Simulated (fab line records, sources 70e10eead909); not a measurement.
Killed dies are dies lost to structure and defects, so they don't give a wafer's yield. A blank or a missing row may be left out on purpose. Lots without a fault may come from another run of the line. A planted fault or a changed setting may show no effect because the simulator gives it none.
Which tool did it? | flow nand_harc | 12 lots, 36 wafers sampled, at 2 steps of a route of 1159

WHAT THE GAUGES READ, wafer by wafer
NHARC_A_SIN_REMOVE_INSPECT_04.
lot  | measured     | on                | raw_defect_count
L076 | day 15 01:58 | defect_inspect-02 | 224 242 259
L075 | day 15 01:58 | defect_inspect-02 | 292 358 385
L080 | day 16 07:52 | defect_inspect-02 | 442 536 564
L078 | day 16 07:53 | defect_inspect-02 | 246 298 360
L083 | day 16 18:11 | defect_inspect-01 | 292 193 380
L085 | day 17 15:03 | defect_inspect-02 | 393 210 215
L087 | day 18 00:09 | defect_inspect-02 | 477 519 420
L090 | day 18 13:16 | defect_inspect-02 | 235 305 302
L092 | day 19 05:25 | defect_inspect-01 | 302 538 347
L094 | day 19 11:19 | defect_inspect-01 | 206 191 270
L095 | day 20 00:52 | defect_inspect-02 | 326 265 384
L096 | day 20 16:33 | defect_inspect-01 | 411 351 319

WHICH TOOL RAN EACH LOT (tool, then ch and the chambers of the sampled wafers, then the start)
lot  | NHARC_A_SLIT_ETCH_29
L076 | rie_diel-05 ch 2,3, day 14 17:44
L075 | rie_diel-05 ch 0,1,2, day 14 19:25
L080 | rie_diel-13 ch 0,1, day 15 23:37
L078 | rie_diel-05 ch 0,1,3, day 16 01:18
L083 | rie_diel-05 ch 1,2,3, day 16 11:55
L085 | rie_diel-03 ch 0,1,2, day 17 08:28
L087 | rie_diel-05 ch 0,1,2, day 17 16:07
L090 | rie_diel-05 ch 0,3, day 18 04:58
L092 | rie_diel-13 ch 1,3, day 18 21:13
L094 | rie_diel-13 ch 0,2,3, day 19 03:01
L095 | rie_diel-13 ch 0,1,2, day 19 16:38
L096 | rie_diel-13 ch 0,2, day 20 08:13
- NHARC_A_SLIT_ETCH_29: etches the open film in CF4/O2, target depth 100 nm, overetch 10 nm, time 55 s.

THE ANSWER, worked out from the rows above alone
Rule: what is usual is taken from the lots themselves. Put in order of their means at a reading, lots are off if they are a third of the lots or fewer, leave a main group of 4 or more, and stand apart from it by a gap of 3 or more times the standard deviation of the main group's means; of several such gaps the widest counts. A main group whose means are all the same, to the digits that the tables above print for the reading, isn't used. A lot without any number at a reading at which 4 lots or more have one is off too. The other lots that the step has rows for count as sound.
No lot is off at any reading shown: from this, nothing can be told.

WHAT THE SIMULATOR HAD PUT IN
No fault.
